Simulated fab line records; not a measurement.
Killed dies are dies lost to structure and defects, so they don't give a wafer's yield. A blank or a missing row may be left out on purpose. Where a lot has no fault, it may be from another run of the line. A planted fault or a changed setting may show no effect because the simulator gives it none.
Which tool is to blame? ; flow n5_finfet ; 36 wafers from 12 lots sampled at 4 of the route's 1938 steps

WHAT THE GAUGES SHOWED, per wafer
N5_BEOL_M13_INSPECT_30: inspects for defects (macro).
lot;measured;on;raw_defect_count
L205;day 12 01:41;defect_inspect-01;1 3 1
L204;day 12 01:51;defect_inspect-02;1 1 2
L206;day 12 02:31;defect_inspect-01;2 3 3
L207;day 13 03:34;defect_inspect-01;4 1 2
L210;day 14 01:32;defect_inspect-01;2 1 2
L211;day 14 03:46;defect_inspect-01;3 2 2
L212;day 14 10:49;defect_inspect-01;0 3 2
L215;day 16 06:31;defect_inspect-02;4 5 2
L218;day 16 07:11;defect_inspect-01;3 2 7
L217;day 16 19:50;defect_inspect-01;2 0 0
L220;day 17 04:27;defect_inspect-02;5 4 0
L221;day 17 09:04;defect_inspect-01;1 2 2

N5_BEOL_M13_INSPECT_55: inspects for defects (darkfield).
lot;measured;on;raw_defect_count
L205;day 12 05:44;defect_inspect-01;87 105 79
L204;day 12 05:07;defect_inspect-02;51 66 62
L206;day 12 05:25;defect_inspect-02;100 73 78
L207;day 13 07:37;defect_inspect-01;64 48 55
L210;day 14 06:43;defect_inspect-01;68 112 84
L211;day 14 07:38;defect_inspect-01;63 34 39
L212;day 14 17:25;defect_inspect-01;57 48 99
L215;day 16 10:19;defect_inspect-01;59 46 60
L218;day 16 10:51;defect_inspect-01;63 31 57
L217;day 17 00:48;defect_inspect-02;48 37 58
L220;day 17 07:45;defect_inspect-02;77 51 98
L221;day 17 14:38;defect_inspect-01;1236 1276 1145

EACH LOT AND THE TOOL THAT RAN IT (in order: tool; ch and the chambers of the sampled wafers; start)
lot;N5_BEOL_M13_SPUTTER_43;N5_BEOL_M13_CMP_49
L205;pvd_sputter-03, day 12 04:33;cmp-04 ch 0,1,2, day 12 05:17
L204;pvd_sputter-03, day 12 03:55;cmp-04 ch 1,2,3, day 12 04:44
L206;pvd_sputter-03, day 12 04:14;cmp-03 ch 1,2,3, day 12 05:01
L207;pvd_sputter-01, day 13 06:26;cmp-04 ch 0,1,2, day 13 07:15
L210;pvd_sputter-03, day 14 05:32;cmp-03 ch 0,2,3, day 14 06:16
L211;pvd_sputter-03, day 14 05:59;cmp-03 ch 1,2,3, day 14 07:14
L212;pvd_sputter-03, day 14 14:49;cmp-04 ch 1,2, day 14 16:58
L215;pvd_sputter-02, day 16 08:35;cmp-02 ch 1,3, day 16 09:52
L218;pvd_sputter-01, day 16 08:56;cmp-02 ch 1,3, day 16 10:26
L217;pvd_sputter-03, day 16 23:37;cmp-03 ch 2,3, day 17 00:21
L220;pvd_sputter-02, day 17 06:34;cmp-03 ch 0,2,3, day 17 07:22
L221;pvd_sputter-03, day 17 13:26;cmp-03 ch 1,3, day 17 14:10
- N5_BEOL_M13_SPUTTER_43: material TaN, target thk 15 nm, time 24.19 s.
- N5_BEOL_M13_CMP_49: polishes, stops on SiOC, t overpolish 17.1 s, target thk 420 nm.

WHAT THE TOOLS THEMSELVES READ (means of the sampled wafers that have a number; where no wafer has one, the mark that the record gives instead)
N5_BEOL_M13_SPUTTER_43.
lot;tool;throttle_valve_pct (%)
L205;pvd_sputter-03;29.2
L204;pvd_sputter-03;29.6
L206;pvd_sputter-03;29.4
L207;pvd_sputter-01;30.4
L210;pvd_sputter-03;29.8
L211;pvd_sputter-03;29.6
L212;pvd_sputter-03;30.1
L215;pvd_sputter-02;30.0
L218;pvd_sputter-01;29.8
L217;pvd_sputter-03;29.4
L220;pvd_sputter-02;29.9
L221;pvd_sputter-03;29.4

N5_BEOL_M13_CMP_49.
lot;tool;barrier_field_endpoint_s (s);motor_current_A (A);overpolish_run_s (s);retaining_ring_pressure_frac;slurry_filter_dp_kPa (kPa)
L205;cmp-04;30.0;5.4;17.104;1.005;13.40
L204;cmp-04;30.5;5.7;17.098;1.001;13.47
L206;cmp-03;29.8;6.2;17.101;1.000;13.48
L207;cmp-04;31.3;5.5;17.100;1.003;13.48
L210;cmp-03;30.3;6.6;17.100;0.998;13.56
L211;cmp-03;30.7;6.1;17.104;0.995;13.48
L212;cmp-04;30.8;5.4;17.089;1.000;13.64
L215;cmp-02;29.3;5.9;17.109;0.998;13.37
L218;cmp-02;28.9;5.7;17.102;1.003;13.52
L217;cmp-03;29.8;6.4;17.099;1.000;13.58
L220;cmp-03;30.3;6.4;17.098;1.000;13.55
L221;cmp-03;29.3;6.0;17.102;1.001;13.63

THE ANSWER, worked out from the rows above alone
Rule: what is usual is taken from the lots themselves. Put in order of their means at a reading, lots are off if they are a third of the lots or fewer, leave a main group of 4 or more, and stand apart from it by a gap of 3 or more times the standard deviation of the main group's means; of several such gaps the widest counts. If all means in a main group match to the digits the tables above print for the reading, that group is not used. A lot without any number at a reading at which 4 lots or more have one is off too. All remaining lots with rows at the step are treated as sound. Order of review: gauges by route order, followed by the tools' own readings, for which a lot's mean as printed above is used. The first step at which some lot is off is used, and at that step the reading that is off furthest; a lot without a number counts as furthest.
Off at N5_BEOL_M13_INSPECT_55 (raw_defect_count): L221. The main group: mean 65, standard deviation 16.
If a tool, at a process step before that reading, ran all the lots that are off and no sound lot after the first of them, it fits. The gauges at N5_BEOL_M13_INSPECT_55 are tried like those tools. Can't be told from this: 3 tools fit, pvd_sputter-03 at N5_BEOL_M13_SPUTTER_43, cmp-03 at N5_BEOL_M13_CMP_49, defect_inspect-01 at N5_BEOL_M13_INSPECT_55.

WHAT THE SIMULATOR HAD INSERTED
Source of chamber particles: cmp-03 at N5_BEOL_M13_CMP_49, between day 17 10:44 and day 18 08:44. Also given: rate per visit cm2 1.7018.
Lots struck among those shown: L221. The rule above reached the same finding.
